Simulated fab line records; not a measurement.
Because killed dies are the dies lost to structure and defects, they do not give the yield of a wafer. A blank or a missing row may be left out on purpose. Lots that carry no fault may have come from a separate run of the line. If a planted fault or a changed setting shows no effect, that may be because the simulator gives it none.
fab line records | flow n5-finfet
[record] lots = 7 | wafers = 21
route steps=1938 shown PASSIVATION@1901
start-h: start of the lot's first displayed wafer, in hours after the record's first day | wait-h: hours since the lot's step before | " the same as in the row above | L1.1+2: a single row standing in for several wafers | - no value, or no start was given | * or withheld: withheld | < > ~ a bound
route shown NAME@n: names a module that has steps shown in the file, with the first one's number in the route | usual: mean/standard deviation of fault-free wafers | same: alike in all rows | chamber/n: place in a boat | sites: per-site readings | _std_site: their standard deviation | _edge_site: mean of outer sites minus mean of inner sites | radius-mm: for every site, how far away it sits from the centre of the wafer | mask NAME#n: copy n | behind: the most recent tool/chamber to have shaped the wafer | hold: why the lot went on hold/how many hours it stayed there/how the hold came to an end | device: the transistor (n, p or np) that didn't switch | end of line: the route-end tests of the same wafers | a step without rows: its recipe alone | killed: dies lost to structure and defects at the first sort, not the wafer's yield | map: a wafer's dies, x killed, . not, _ none there
set.NAME: the setting as run; set.NAME@STEP: as run at that earlier step | model.NAME: the simulator's own value behind a step, which no gauge read
lots where settings were altered on purpose, with a table for each step and a row for each wafer
[[steps]]
[step N5_PASSIVATION_EXPOSE_27]
[recipe] mask-id = PAD | na = 0.55 | source-shape = conventional | sigma-outer = 0.8 | polarization = unpolarized | defocus-nm = 0 | dose-mj = 32.3
lot.wafer  | tool           | chamber | start-h | wait-h | mask  | set.dose-mj
L081.2+4+5 | krf-scanner-02 | 0       | 337.46  | -      | PAD#0 | 32.3
L083.2     | krf-scanner-01 | 0       | 352.25  | -      | PAD#0 | 32.3
L083.3+6   | "              | 0       | "       | "      | PAD#0 | 30.35
L082.2+3+5 | krf-scanner-01 | 0       | 357.33  | -      | PAD#0 | 32.3
L086.1     | krf-scanner-01 | 0       | 370.84  | -      | PAD#0 | 34.16
L086.3+5   | "              | 0       | "       | "      | PAD#0 | 32.3
L087.1+4+5 | krf-scanner-02 | 0       | 377.19  | -      | PAD#0 | 32.3
L092.1+5   | krf-scanner-01 | 0       | 407.21  | -      | PAD#0 | 32.3
L092.2     | "              | 0       | "       | "      | PAD#0 | 31.4
L096.1+2   | krf-scanner-02 | 0       | 436.85  | -      | PAD#0 | 31.49
L096.3     | "              | 0       | "       | "      | PAD#0 | 32.3
[step N5_PASSIVATION_PEB_28]
[recipe] peb-temp-c = withheld | peb-time-s = *
[step N5_PASSIVATION_DEVELOP_29]
[recipe] develop-time-s = 60 | rinse-liquid = diw | dry = air-spin | dev-temp-c = 21
[step N5_PASSIVATION_HARDBAKE_31]
[recipe] temp-c = 130 | time-s = 120
[step N5_PASSIVATION_CD_MEAS_30]
[recipe] target-cd-nm = 4000 | landing-energy-ev = 500 | detector = se-inlens | polarity = opening
[usual] cd-nm = 4000.0/1.6
lot.wafer | tool      | chamber | start-h | wait-h | set.dose-mj@PASSIVATION_EXPOSE_27 | cd-nm
L081.2    | cd-sem-02 | 0       | 337.63  | -      | 32.3                              | 4000.1
L081.4    | "         | 0       | "       | "      | 32.3                              | 4000.8
L081.5    | "         | 0       | "       | "      | 32.3                              | 3999.4
L083.2    | cd-sem-03 | 0       | 352.42  | -      | 32.3                              | 3999.3
L083.3    | "         | 0       | "       | "      | 30.35                             | 3987.3
L083.6    | "         | 0       | "       | "      | 30.35                             | 3988.0
L082.2    | cd-sem-02 | 0       | 357.50  | -      | 32.3                              | 3998.6
L082.3    | "         | 0       | "       | "      | 32.3                              | 4000.3
L082.5    | "         | 0       | "       | "      | 32.3                              | 3999.2
L086.1    | cd-sem-02 | 0       | 371.01  | -      | 34.16                             | 4008.7
L086.3    | "         | 0       | "       | "      | 32.3                              | 4000.1
L086.5    | "         | 0       | "       | "      | 32.3                              | 3999.2
L087.1    | cd-sem-01 | 0       | 377.37  | -      | 32.3                              | 4003.1
L087.4    | "         | 0       | "       | "      | 32.3                              | 4002.2
L087.5    | "         | 0       | "       | "      | 32.3                              | 4003.4
L092.1    | cd-sem-03 | 0       | 407.39  | -      | 32.3                              | 3998.9
L092.2    | "         | 0       | "       | "      | 31.4                              | 3993.3
L092.5    | "         | 0       | "       | "      | 32.3                              | 3997.8
L096.1    | cd-sem-01 | 0       | 437.02  | -      | 31.49                             | 3997.4
L096.2    | "         | 0       | "       | "      | 31.49                             | 3995.2
L096.3    | "         | 0       | "       | "      | 32.3                              | 4000.1
[[key]]
[split] step = N5_PASSIVATION_EXPOSE_27 | setting = dose-mj | stated = 32.3 | by = wafer
[response] step = N5_PASSIVATION_CD_MEAS_30 | reading = cd-nm | change = +1.74 | per = 1% | r = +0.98
